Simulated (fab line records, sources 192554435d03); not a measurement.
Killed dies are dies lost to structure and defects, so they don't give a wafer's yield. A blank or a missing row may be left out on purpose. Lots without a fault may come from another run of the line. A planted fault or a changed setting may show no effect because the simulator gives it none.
A struck lot beside a sound one | flow n5_finfet | 39 steps out of a route of 1938
Sound: wafers L278.2, L278.4, L278.6. Struck: wafer L296.6. (L296.1 of the same lot was not struck and is left out.) The cause comes at the end.
At each step with rows: each side's tool, then ch and its chambers, then its first start. Under that, the readings that differ: sound wafers | struck wafers | difference of the means | sigmas: that difference in standard deviations of wafers without a fault.
alike: readings whose means differ by less than 2 such deviations, and words and numbers that are the same on both sides. not compared: withheld readings, readings that some wafer has no value for, bounds like >300 that may hide the same value, and numbers for which the record gives no deviation and whose values overlap.
The two part at a step that has a row with sigmas, a row that says differs or no value, or rows on one side only. Numbers that don't overlap but have no deviation are shown without sigmas and don't part them. A reading that every wafer of one side lacks parts them only if that side has two wafers or more.

first, 10 steps without rows for these wafers: N5_BEOL_M4_STRIP_36 (strips in N2/H2); N5_BEOL_M4_TRENCH_ETCH_37 (etches SiOC in C4F6/O2, target depth 55.555 nm, time 29.2 s); N5_BEOL_M4_ETCH_41 (etches SiCN in CH3F/O2, target depth 29.9 nm, time 52.5 s); N5_BEOL_M4_STRIP_97 (strips in N2/H2, time 10 s); N5_BEOL_M4_HM_STRIP_39 (strips TiN in peroxide tin strip, target depth 25 nm, time 158 s); N5_BEOL_M4_SRD_40 (time 30 s); N5_BEOL_M4_PRECLEAN_42 (cleans in residue remover, time 60 s); N5_BEOL_M4_SRD_43 (time 30 s); N5_BEOL_M4_DEGAS_44 (time 60 s); N5_BEOL_M4_PRE_CLEAN_45 (time 30 s).
N5_BEOL_M4_ALD_84: deposits TaN, pulse time 2 s, purge time 3 s, co reactant purge time 2 s.
  sound on ald_metal-02 ch 1,2, day 7 13:26; struck on ald_metal-02 ch 3, day 12 06:22
  reading    | sound    | struck | difference | sigmas
  ald_cycles | 30 30 30 | 40     | +10        |
  alike: heater_power_w
  not compared: model.TaN_of_BEOL_M4_ALD_84.thk_nm
then, 26 steps without rows for these wafers: N5_BEOL_M4_SURFACE_TREAT_85; N5_BEOL_M4_CVD_47 (deposits Co from CCTBA/H2, target thk 3 nm, time 223.8 s); N5_BEOL_M4_SPUTTER_48 (material Cu, target thk 4.5 nm, time 8.29 s); N5_BEOL_M4_ANNEAL_49 (time 240 s); N5_BEOL_M4_SPUTTER_79 (material Cu, target thk 4.5 nm, time 8.29 s); N5_BEOL_M4_ANNEAL_80 (time 240 s); N5_BEOL_M4_SPUTTER_81 (material Cu, target thk 4.5 nm, time 8.29 s); N5_BEOL_M4_ANNEAL_82 (time 240 s); N5_BEOL_M4_SPUTTER_86 (material Cu, target thk 4.5 nm, time 8.29 s); N5_BEOL_M4_ANNEAL_87 (time 240 s); N5_BEOL_M4_SPUTTER_88 (material Cu, target thk 4.5 nm, time 8.29 s); N5_BEOL_M4_ANNEAL_89 (time 240 s); N5_BEOL_M4_SPUTTER_90 (material Cu, target thk 4.5 nm, time 8.29 s); N5_BEOL_M4_ANNEAL_91 (time 240 s); N5_BEOL_M4_SPUTTER_92 (material Cu, target thk 4.5 nm, time 8.29 s); N5_BEOL_M4_ANNEAL_93 (time 240 s); N5_BEOL_M4_SPUTTER_94 (material Cu, target thk 4.5 nm, time 8.29 s); N5_BEOL_M4_ANNEAL_95 (time 240 s); N5_BEOL_M4_SPUTTER_96 (material Cu, target thk 4.5 nm, time 8.29 s); N5_BEOL_M4_ECD_50 (material Cu, target thk 300 nm); N5_BEOL_M4_ANNEAL_51 (time 90 s); N5_BEOL_M4_CMP_52 (polishes, stops on SiOC, t overpolish 6.8 s, target thk 40 nm); N5_BEOL_M4_PRE_CLEAN_60 (time 15 s); N5_BEOL_M4_CO_CAP_55 (material Co, precursor CCTBA/H2, target thk 2 nm, time 102.1 s); N5_BEOL_M4_PRE_CLEAN_56 (time 15 s); N5_BEOL_M4_DEP_57 (deposits SiCN from 3MS/NH3, target thk 8 nm, time 14 s).
N5_BEOL_M4_RC_MEAS_101:
  sound on prober-01 ch 0, day 7 17:30; struck on prober-01 ch 0, day 12 09:40
  reading                      | sound       | struck | difference | sigmas
  CHAIN_V3 (ohm/link)          | 232 227 222 | 296    | +69        | +6
  CHAIN_V3_max_site (ohm/link) | 245 243 228 | 305    | +66        | +6
  alike: DIBL_N, DIBL_P, IOFF_N, IOFF_P, ION_N, ION_P, SS_N, SS_P, VT_N, VT_P
then, 1 step without rows for these wafers: N5_PASSIVATION_PROBE_49.

WHERE THEY PART
Only at N5_BEOL_M4_RC_MEAS_101, within this record.

WHY: what the simulator had put in
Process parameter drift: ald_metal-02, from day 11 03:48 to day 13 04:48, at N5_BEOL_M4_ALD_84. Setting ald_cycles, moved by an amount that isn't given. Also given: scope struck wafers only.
